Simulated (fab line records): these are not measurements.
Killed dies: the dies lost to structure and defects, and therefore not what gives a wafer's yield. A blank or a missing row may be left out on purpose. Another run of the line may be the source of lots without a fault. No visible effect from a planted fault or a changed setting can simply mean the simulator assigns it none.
Which tool is to blame? ; flow nand harc ; 6 lots, 18 wafers sampled, at 2 steps of a route of 1159

== WHAT THE GAUGES READ, wafer by wafer ==
NHARC_A_M1_CD_MEAS_09: target cd 120 nm.
lot;measured;on;cd nm (nm)
L886;day 18 06:04;cd sem-01;120.4 121.2 119.9
L892;day 18 21:17;cd sem-03;119.2 120.8 119.6
L891;day 19 06:59;cd sem-02;119.0 119.5 119.3
L897;day 20 07:25;cd sem-01;119.4 120.7 120.8
L902;day 22 17:32;cd sem-01;122.8 120.6 122.3
L907;day 23 11:43;cd sem-01;121.0 119.2 120.0

== WHICH TOOL RAN EACH LOT (tool, then ch and the chambers of the sampled wafers, then the start) ==
lot;NHARC_A_M1_PEB_07
L886;litho track-04 ch 0, day 18 05:59
L892;litho track-04 ch 0, day 18 21:12
L891;litho track-06 ch 0, day 19 06:55
L897;litho track-04 ch 0, day 20 07:20
L902;litho track-01 ch 0, day 22 17:27
L907;litho track-04 ch 0, day 23 11:38
- NHARC_A_M1_PEB_07: peb time 65 s.

== THE ANSWER, worked out from the rows above alone ==
Rule: usual is defined by the lots themselves. The widest of any qualifying gaps counts: lots, ordered by their means at a reading, are off when they make up no more than a third of the lots, leave a main group of 4 or more, and stand apart from it by 3 or more times the standard deviation of that group's means. If all means in a main group match to the digits the tables above print for the reading, that group is not used. Also off: a lot with no number at a reading for which 4 or more lots have one. All remaining lots with rows at the step are treated as sound.
Off, at NHARC_A_M1_CD_MEAS_09 on cd nm: L902. Mean 120.0 nm and standard deviation 0.42 in the main group.
A tool fits if, at a process step before that reading, it ran every lot that is off, and no sound lot after the first of them. The gauges at NHARC_A_M1_CD_MEAS_09 are tried like those tools. One fits: litho track-01 at NHARC_A_M1_PEB_07. It ran no sound lot before its first lot that is off in this sample, so the start can't be narrowed down.

== WHAT HAD BEEN PUT IN BY THE SIMULATOR ==
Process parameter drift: litho track-01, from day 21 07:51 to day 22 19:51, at NHARC_A_M1_PEB_07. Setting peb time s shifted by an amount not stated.
Shown lots that were struck: L902. The rule above found the same.
